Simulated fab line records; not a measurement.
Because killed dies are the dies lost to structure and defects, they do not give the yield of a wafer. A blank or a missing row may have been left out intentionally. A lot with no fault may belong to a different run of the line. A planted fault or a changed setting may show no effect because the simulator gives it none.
A struck lot beside a sound one | flow nand-harc | 40 steps out of a route of 1302
Sound: wafers L972.1, L972.5, L972.6. Wafers L974.3, L974.4, L974.6 were the ones struck. Last of all comes the cause.
For every step that has rows: the tool of each side, followed by ch and its chambers, followed by its first start. Under that, the readings that differ: sound wafers | struck wafers | difference of the means | sigmas: that difference in standard deviations of wafers without a fault.
alike: a reading whose means differ by less than 2 such deviations, as well as words and numbers matching on both sides. not compared: withheld readings; readings where some wafer has no value; bounds like >300 that might hide an equal value; numbers whose values overlap and for which the record gives no deviation.
A row with sigmas, a row that says differs or no value, or rows on one side alone: a step with any of these is where the two part. Non-overlapping numbers with no deviation appear without sigmas and do not part them. A reading that every wafer of one side lacks parts them only if that side has two wafers or more.

first, 8 steps without rows for these wafers: NHARC_A_BLC_COAT_02 (time 75 s); NHARC_A_BLC_COAT_03 (time 65 s); NHARC_A_BLC_COAT_04 (resist thk 90 nm); NHARC_A_BLC_SOFTBAKE_05 (time 55 s); NHARC_A_BLC_EBR_06; NHARC_A_BLC_EXPOSE_07 (exposes mask A BLC, target cd 100 nm); NHARC_A_BLC_PEB_08 (peb time 65 s); NHARC_A_BLC_DEVELOP_09 (develop time 35 s).
NHARC_A_BLC_CD_MEAS_10: target cd 100 nm.
  sound on cd-sem-02 ch 0, day 26 18:31; struck on cd-sem-02 ch 0, day 27 06:39
  alike: cd-nm
NHARC_A_BLC_OVL_MEAS_11:
  struck on overlay-02, day 27 06:44; sound on overlay-02, day 26 18:37
  alike: overlay-x-nm, overlay-y-nm
NHARC_A_BLC_INSPECT_12:
  struck on defect-inspect-01, day 27 06:46; sound on defect-inspect-02, day 26 18:39
  alike: raw-defect-count
then, 1 step without rows for these wafers: NHARC_A_BLC_DESCUM_15 (chemistry O2, time 3 s).
NHARC_A_BLC_ETCH_16: etches the open film in CF4, target depth 39 nm, time 65 s.
  sound on rie-diel-07 ch 0,2,3, day 26 18:48; struck on rie-diel-01 ch 0,3, day 27 06:55
  alike: chamber-pressure-mTorr, drypump-motor-current-A, oes-product-au, rf-fwd-power-W, rf-vpp-V, showerhead-plenum-p-Torr, throttle-valve-pct
  not compared: rf-hours-counter-h
NHARC_A_BLC_ETCH_17: etches the open film in N2/H2, target depth 390 nm, time 609.38 s.
  sound on rie-diel-07 ch 0,2,3; struck on rie-diel-01 ch 0,2,3
  alike: chamber-pressure-mTorr, drypump-motor-current-A, h2-flow-sccm, oes-product-au, rf-fwd-power-W, rf-vpp-V, showerhead-plenum-p-Torr, throttle-valve-pct
  not compared: rf-hours-counter-h
NHARC_A_BLC_ETCH_18: etches the open film in C4F8/O2/Ar, target depth 910 nm.
  sound on rie-diel-07 ch 2,3; struck on rie-diel-01 ch 0,1
  alike: chamber-pressure-mTorr, oes-product-au, rf-fwd-power-W, rf-vpp-V
  not compared: rf-hours-counter-h
NHARC_A_BLC_CD_MEAS_19:
  struck on cd-sem-01, day 27 07:48; sound on cd-sem-03, day 26 19:41
  alike: cd-nm
then, 6 steps without rows for these wafers: NHARC_A_BLC_STRIP_29 (strips in CF4); NHARC_A_BLC_STRIP_21 (strips in O2); NHARC_A_BLC_STRIP_22 (strips in post etch residue remover, time 600 s); NHARC_A_BLC_DEGAS_30 (time 60 s); NHARC_A_BLC_PRE_CLEAN_31 (time 15 s); NHARC_A_BLC_PVD_32 (deposits Ti, target thk 5 nm, time 17.7 s).
NHARC_A_BLC_ALD_23: deposits TiN, target thk 3 nm, pulse time 1 s, ald cycles 150.
  sound on ald-metal-02 ch 0,1, day 26 20:34; struck on ald-metal-04 ch 0,1, day 27 08:38
  alike: heater-power-w, precursor-pulse-height-rel
  not compared: since-wet-clean-h
NHARC_A_BLC_CVD_24: deposits W, target thk 150 nm, time 434 s.
  sound on cvd-w-02 ch 0,1; struck on cvd-w-02 ch 0,1
  alike: heater-power-w, throttle-valve-pct
  not compared: since-wet-clean-h
then, 12 steps without rows for these wafers: NHARC_A_BLC_CMP_25 (polishes, t overpolish 30 s, target thk 150 nm); NHARC_A_BLC_SRD_27; NHARC_A_M0_DEP_00 (deposits SiOC, target thk 150 nm); NHARC_A_M0_DEHYDRATE_01 (time 120 s); NHARC_A_M0_HMDS_02 (time 30 s); NHARC_A_M0_COAT_33 (time 65 s); NHARC_A_M0_COAT_03 (resist thk 90 nm); NHARC_A_M0_SOFTBAKE_04 (time 55 s); NHARC_A_M0_EBR_05; NHARC_A_M0_EXPOSE_06 (exposes mask A M0, target cd 80 nm); NHARC_A_M0_PEB_07 (peb time 65 s); NHARC_A_M0_DEVELOP_08 (develop time 35 s).
NHARC_A_M0_CD_MEAS_09: target cd 80 nm.
  sound on cd-sem-02 ch 0, day 26 22:37; struck on cd-sem-03 ch 0, day 27 10:50
  reading    | sound          | struck         | difference | sigmas
  cd-nm (nm) | 80.9 80.8 81.0 | 79.1 79.5 77.8 | -2.1       | -2
NHARC_A_M0_OVL_MEAS_10: pitch 160 nm.
  struck on overlay-01, day 27 10:55; sound on overlay-02, day 26 22:42
  alike: overlay-x-nm, overlay-y-nm
NHARC_A_M0_DESCUM_14: chemistry O2, time 3 s.
  sound on rie-diel-10 ch 0,1,2, day 26 22:49; struck on rie-diel-10 ch 1,2,3, day 27 11:02
  alike: chamber-pressure-mTorr, drypump-motor-current-A, oes-product-au, rf-vpp-V, showerhead-plenum-p-Torr, throttle-valve-pct
  not compared: rf-hours-counter-h
NHARC_END_SORT_01:
  sound on prober-01 ch 0, day 28 19:22; struck on prober-02 ch 0, day 29 03:02
  reading         | sound | struck      | difference | sigmas
  killed-at-array | 90    | 140 181 167 | +73        | +3
  killed-dies     | 93    | 142 183 171 | +72        | +3
  alike: killed-at-other, killed-at-periphery, killed-open, killed-short

WHERE THEY PART
Last at NHARC_END_SORT_01 as far as this record goes, first at NHARC_A_M0_CD_MEAS_09.

WHY: what had been put in by the simulator
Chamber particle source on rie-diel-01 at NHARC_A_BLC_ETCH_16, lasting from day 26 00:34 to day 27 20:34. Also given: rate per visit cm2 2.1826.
